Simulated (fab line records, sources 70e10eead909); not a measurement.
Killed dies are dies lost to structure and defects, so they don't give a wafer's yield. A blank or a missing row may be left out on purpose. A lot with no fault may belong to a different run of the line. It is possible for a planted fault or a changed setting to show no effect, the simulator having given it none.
What tool caused it? :: flow nand harc :: 18 wafers from 6 lots sampled at 5 of the route's 1302 steps

== WHAT THE GAUGES SHOWED, per wafer ==
NHARC_P_GATE_INSPECT_68.
lot: L534
measured: day 7 03:15
on: defect inspect-01
raw defect count: 194 183 249

lot: L543
measured: day 10 18:06
on: defect inspect-01
raw defect count: 280 148 148

lot: L547
measured: day 12 11:42
on: defect inspect-01
raw defect count: 122 142 284

lot: L550
measured: day 13 16:14
on: defect inspect-02
raw defect count: 208 186 115

lot: L552
measured: day 14 09:35
on: defect inspect-02
raw defect count: 253 157 235

lot: L554
measured: day 15 13:11
on: defect inspect-01
raw defect count: 235 154 272

== WHICH TOOL RAN EACH LOT (tool, then ch and the chambers of the sampled wafers, then the start) ==
lot: L534
NHARC_P_GATE_ETCH_114: rie diel-09 ch 0,2,3, day 7 02:01 or earlier
NHARC_P_GATE_RTA_64: rtp anneal-02 ch 0, day 7 02:01
NHARC_P_GATE_SPUTTER_78: pvd sputter-03, day 7 02:23
NHARC_P_GATE_RTA_80: rtp anneal-01 ch 0, day 7 02:37

lot: L543
NHARC_P_GATE_ETCH_114: rie diel-09 ch 0,2,3, day 10 16:50 or earlier
NHARC_P_GATE_RTA_64: rtp anneal-01 ch 0, day 10 16:50
NHARC_P_GATE_SPUTTER_78: pvd sputter-03, day 10 17:13
NHARC_P_GATE_RTA_80: rtp anneal-02 ch 0, day 10 17:28

lot: L547
NHARC_P_GATE_ETCH_114: rie diel-09 ch 0,1,3, day 12 10:29 or earlier
NHARC_P_GATE_RTA_64: rtp anneal-02 ch 0, day 12 10:29
NHARC_P_GATE_SPUTTER_78: pvd sputter-03, day 12 10:51
NHARC_P_GATE_RTA_80: rtp anneal-01 ch 0, day 12 11:05

lot: L550
NHARC_P_GATE_ETCH_114: rie diel-02 ch 0,3, day 13 15:00 or earlier
NHARC_P_GATE_RTA_64: rtp anneal-01 ch 0, day 13 15:00
NHARC_P_GATE_SPUTTER_78: pvd sputter-02, day 13 15:23
NHARC_P_GATE_RTA_80: rtp anneal-01 ch 0, day 13 15:36

lot: L552
NHARC_P_GATE_ETCH_114: rie diel-02 ch 1,3, day 14 08:17 or earlier
NHARC_P_GATE_RTA_64: rtp anneal-01 ch 0, day 14 08:17
NHARC_P_GATE_SPUTTER_78: pvd sputter-02, day 14 08:41
NHARC_P_GATE_RTA_80: rtp anneal-02 ch 0, day 14 08:53

lot: L554
NHARC_P_GATE_ETCH_114: rie diel-09 ch 0,1,3, day 15 11:57 or earlier
NHARC_P_GATE_RTA_64: rtp anneal-02 ch 0, day 15 11:57
NHARC_P_GATE_SPUTTER_78: pvd sputter-02, day 15 12:19
NHARC_P_GATE_RTA_80: rtp anneal-02 ch 0, day 15 12:33
- NHARC_P_GATE_ETCH_114: etches the open film in CF4/O2, target depth 30 nm, overetch 3 nm, time 16.5 s.
- NHARC_P_GATE_RTA_64: time 1 s.
- NHARC_P_GATE_SPUTTER_78: material Ni, target thk 10 nm.
- NHARC_P_GATE_RTA_80: time 30 s.

== THE ANSWER, worked out from the rows above alone ==
Rule: usual is defined by the lots themselves. Put in order of their means at a reading, lots are off if they are a third of the lots or fewer, leave a main group of 4 or more, and stand apart from it by a gap of 3 or more times the standard deviation of the main group's means; of several such gaps the widest counts. Not used: any main group whose means are identical at the precision the tables above print for the reading. A lot without any number at a reading at which 4 lots or more have one is off too. The other lots that the step has rows for count as sound.
None of the lots is off at any reading shown; this tells nothing.

== WHAT WAS PUT IN BY THE SIMULATOR ==
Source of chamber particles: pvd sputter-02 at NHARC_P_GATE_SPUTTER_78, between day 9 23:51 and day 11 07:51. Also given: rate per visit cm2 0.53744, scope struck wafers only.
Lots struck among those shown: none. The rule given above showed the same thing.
